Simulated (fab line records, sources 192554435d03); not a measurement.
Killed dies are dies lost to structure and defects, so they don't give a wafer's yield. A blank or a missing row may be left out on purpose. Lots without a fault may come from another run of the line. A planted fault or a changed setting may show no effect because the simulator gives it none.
Which tool did it? | flow n5_finfet | 10 lots, 30 wafers sampled, at 5 steps of a route of 1938

WHAT THE GAUGES READ, wafer by wafer
N5_BEOL_M4_RC_MEAS_101.
lot  | measured     | on        | IOFF_N (nA/um)
L777 | day 9 08:14  | prober-02 | 0.20 0.17 0.22
L778 | day 9 09:10  | prober-02 | 0.15 0.17 0.16
L780 | day 10 15:43 | prober-01 | 0.20 0.21 0.17
L782 | day 10 01:01 | prober-02 | 0.17 0.15 0.28
L783 | day 10 10:07 | prober-02 | 0.14 0.12 0.18
L785 | day 10 20:47 | prober-01 | 0.17 0.16 0.18
L786 | day 11 08:43 | prober-02 | 0.15 0.15 0.18
L787 | day 11 09:18 | prober-01 | 0.17 0.11 0.13
L788 | day 11 23:54 | prober-01 | 0.52 0.68 0.65
L791 | day 12 03:20 | prober-01 | 0.47 0.44 0.61

WHICH TOOL RAN EACH LOT (tool, then ch and the chambers of the sampled wafers, then the start)
lot  | N5_SD_EPI_N_VAPOR_ETCH_50      | N5_BEOL_M4_ANNEAL_80         | N5_BEOL_M4_ANNEAL_87         | N5_BEOL_M4_SPUTTER_92
L777 | epi_rpcvd-03 ch 0, day 3 14:06 | pvd_sputter-02, day 9 05:40  | pvd_sputter-02, day 9 06:07  | pvd_sputter-02, day 9 06:41
L778 | epi_rpcvd-03 ch 0, day 3 21:08 | pvd_sputter-03, day 9 05:50  | pvd_sputter-03, day 9 06:16  | pvd_sputter-03, day 9 06:51
L780 | epi_rpcvd-01 ch 0, day 4 10:30 | pvd_sputter-03, day 10 12:43 | pvd_sputter-03, day 10 13:10 | pvd_sputter-03, day 10 13:44
L782 | epi_rpcvd-03 ch 0, day 4 22:21 | pvd_sputter-01, day 9 22:09  | pvd_sputter-01, day 9 22:38  | pvd_sputter-01, day 9 23:15
L783 | epi_rpcvd-02 ch 0, day 5 02:37 | pvd_sputter-01, day 10 07:21 | pvd_sputter-01, day 10 07:51 | pvd_sputter-01, day 10 08:30
L785 | epi_rpcvd-01 ch 0, day 5 16:28 | pvd_sputter-03, day 10 17:26 | pvd_sputter-03, day 10 17:52 | pvd_sputter-03, day 10 18:27
L786 | epi_rpcvd-01 ch 0, day 5 23:11 | pvd_sputter-02, day 11 06:10 | pvd_sputter-02, day 11 06:36 | pvd_sputter-02, day 11 07:11
L787 | epi_rpcvd-01 ch 0, day 6 05:49 | pvd_sputter-03, day 11 06:23 | pvd_sputter-03, day 11 06:50 | pvd_sputter-03, day 11 07:25
L788 | epi_rpcvd-01 ch 0, day 6 10:13 | pvd_sputter-03, day 11 21:20 | pvd_sputter-03, day 11 21:46 | pvd_sputter-03, day 11 22:21
L791 | epi_rpcvd-01 ch 0, day 7 03:26 | pvd_sputter-03, day 12 00:21 | pvd_sputter-03, day 12 00:47 | pvd_sputter-03, day 12 01:22
- N5_SD_EPI_N_VAPOR_ETCH_50: etches Si in HCl, time 54 s.
- N5_BEOL_M4_ANNEAL_80: time 240 s.
- N5_BEOL_M4_ANNEAL_87: time 240 s.
- N5_BEOL_M4_SPUTTER_92: material Cu, target thk 4.5 nm, time 8.29 s.

THE ANSWER, worked out from the rows above alone
Rule: what is usual is taken from the lots themselves. Put in order of their means at a reading, lots are off if they are a third of the lots or fewer, leave a main group of 4 or more, and stand apart from it by a gap of 3 or more times the standard deviation of the main group's means; of several such gaps the widest counts. A main group whose means are all the same, to the digits that the tables above print for the reading, isn't used. A lot without any number at a reading at which 4 lots or more have one is off too. The other lots that the step has rows for count as sound.
Off: L788, L791, at N5_BEOL_M4_RC_MEAS_101 (IOFF_N). The main group: mean 0.17 nA/um, standard deviation 0.022.
A tool fits if, at a process step before that reading, it ran every lot that is off, and no sound lot after the first of them. The gauges at N5_BEOL_M4_RC_MEAS_101 are tried like those tools. Can't be told from this: 3 tools fit, epi_rpcvd-01 at N5_SD_EPI_N_VAPOR_ETCH_50, pvd_sputter-03 at N5_BEOL_M4_ANNEAL_80 and N5_BEOL_M4_ANNEAL_87 and N5_BEOL_M4_SPUTTER_92, prober-01 at N5_BEOL_M4_RC_MEAS_101.

WHAT THE SIMULATOR HAD PUT IN
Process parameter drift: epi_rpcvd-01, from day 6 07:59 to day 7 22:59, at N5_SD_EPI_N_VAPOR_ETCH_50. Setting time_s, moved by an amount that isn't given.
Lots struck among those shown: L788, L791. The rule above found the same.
